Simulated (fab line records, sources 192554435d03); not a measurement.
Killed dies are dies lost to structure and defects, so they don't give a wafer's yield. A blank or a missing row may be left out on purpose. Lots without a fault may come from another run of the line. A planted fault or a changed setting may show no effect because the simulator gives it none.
Split-lot experiment | flow n5_finfet | 7 lots, 21 wafers read, on a route of 1938 steps

THE SPLIT
At N5_BEOL_M13_EXPOSE_25 (exposes mask M13, target cd 210 nm), the setting dose_mj was moved away from the recipe's 22 on 10 of the 21 wafers read, by -6.7% to +7.0%. The other wafers ran this setting at the recipe's value.

FROM THE SPLIT TO THE READING: what the file shows between them, 3 steps
- N5_BEOL_M13_PEB_26: peb time 90 s
- N5_BEOL_M13_DEVELOP_27: develop time 45 s
- N5_BEOL_M13_HARDBAKE_32: time 120 s

THE READING
cd_nm, in nm, at N5_BEOL_M13_CD_MEAS_28 (target cd 209.5 nm). Fault-free wafers of this fab line usually give 209.2 nm, standard deviation 0.82 nm.

wafer  | tool, chamber at the split | dose_mj as run | against the recipe | cd_nm, nm | against lot-mates on the recipe
L075.1 | krf_scanner-02, 0          | 22             | recipe             | 209.1     | -
L075.2 | krf_scanner-02, 0          | 23.36          | +6.2%              | 215.1     | +5.8
L075.3 | krf_scanner-02, 0          | 22             | recipe             | 209.5     | -
L076.2 | krf_scanner-02, 0          | 23.55          | +7.0%              | 215.7     | +6.4
L076.4 | krf_scanner-02, 0          | 23.55          | +7.0%              | 215.3     | +6.0
L076.6 | krf_scanner-02, 0          | 22             | recipe             | 209.3     | -
L081.2 | krf_scanner-02, 0          | 22             | recipe             | 208.4     | -
L081.3 | krf_scanner-02, 0          | 22             | recipe             | 208.9     | -
L081.6 | krf_scanner-02, 0          | 22             | recipe             | 209.1     | -
L086.1 | krf_scanner-02, 0          | 20.53          | -6.7%              | 202.9     | no lot-mate on the recipe
L086.3 | krf_scanner-02, 0          | 20.53          | -6.7%              | 204.5     | no lot-mate on the recipe
L086.5 | krf_scanner-02, 0          | 20.53          | -6.7%              | 203.4     | no lot-mate on the recipe
L087.3 | krf_scanner-01, 0          | 22             | recipe             | 208.4     | -
L087.4 | krf_scanner-01, 0          | 22             | recipe             | 207.9     | -
L087.5 | krf_scanner-01, 0          | 23.25          | +5.7%              | 214.7     | +6.5
L091.2 | krf_scanner-02, 0          | 23.43          | +6.5%              | 215.1     | +7.2
L091.3 | krf_scanner-02, 0          | 22             | recipe             | 207.9     | -
L091.4 | krf_scanner-02, 0          | 23.43          | +6.5%              | 215.0     | +7.1
L092.1 | krf_scanner-01, 0          | 21.41          | -2.7%              | 205.9     | -2.8
L092.4 | krf_scanner-01, 0          | 22             | recipe             | 209.3     | -
L092.6 | krf_scanner-01, 0          | 22             | recipe             | 208.0     | -

THE FIT
A straight line over all 21 wafers: cd_nm changes by +0.903 nm for each +1% of dose_mj; r = +0.99; the points scatter about the line by 0.66 nm.
The same after taking each lot's own level away (the mean of its wafers on the recipe; 18 wafers): +0.996 nm for each +1%; r = +0.99; scatter 0.53 nm.
On that fit, the largest move of dose_mj shifts the reading by 7 nm.
The lots' own levels span 207.90 to 209.30 nm, that is 1.7 times the standard deviation above.
So the lot-to-lot level changes the slope little: the two slopes agree.
Check: with one of the wafers moved furthest among these (+7.0%) left out of the fit, the line predicts +7.17 nm for it against its lot-mates. It came out at +6.4 nm against them.

OTHER SPLITS ON THESE WAFERS
These wafers also went through other splits before the reading. Each is held against what the fit with the lots' levels taken away leaves over:
other split on the same wafers    | wafers away from the commonest value | r with cd_nm (lot level and that fit taken away)
N5_BEOL_M10_PEB_26 peb_time_s     | 9                                    | -0.14
N5_BEOL_M11_ETCH_66 time_s        | 7                                    | -0.38
N5_BEOL_M11_TRENCH_ETCH_37 bias_w | 8                                    | +0.18
N5_BEOL_M12_COAT_65 spin_rpm      | 4                                    | +0.32
N5_BEOL_M13_ETCH_59 time_s        | 5                                    | -0.03

THE WHOLE CHAIN: every reading that the file lists as answering this split, in the file's order
step                       | what it does                                                    | reading                                                         | change (the file's fit)               | r (the file's)
N5_BEOL_M13_CD_MEAS_28     | target cd 209.5 nm                                              | cd_nm                                                           | +1.01 nm for each +1% of the setting  | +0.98
N5_BEOL_M13_DESCUM_33      | chemistry O2, time 7.9 s                                        | BEOL_M13.cd_nm (the simulator's own value, which no gauge read) | +1 nm for each +1% of the setting     | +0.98
N5_BEOL_M13_ETCH_68        | etches SOC in N2/H2, time 355 s                                 | BEOL_M13.cd_nm (the simulator's own value, which no gauge read) | +0.913 nm for each +1% of the setting | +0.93
N5_BEOL_M13_TRENCH_ETCH_34 | etches SiOC in C4F8/O2/Ar, target depth 413.47 nm, time 162.6 s | BEOL_M13.cd_nm (the simulator's own value, which no gauge read) | +0.939 nm for each +1% of the setting | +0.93
N5_BEOL_M13_ETCH_38        | etches SiCN in CF4/N2, target depth 67.5 nm, time 71.9 s        | BEOL_M13.cd_nm (the simulator's own value, which no gauge read) | +0.928 nm for each +1% of the setting | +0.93

THE FILE'S OWN FIT
cd_nm changes by +1.01 nm for each +1% of dose_mj, r = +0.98.
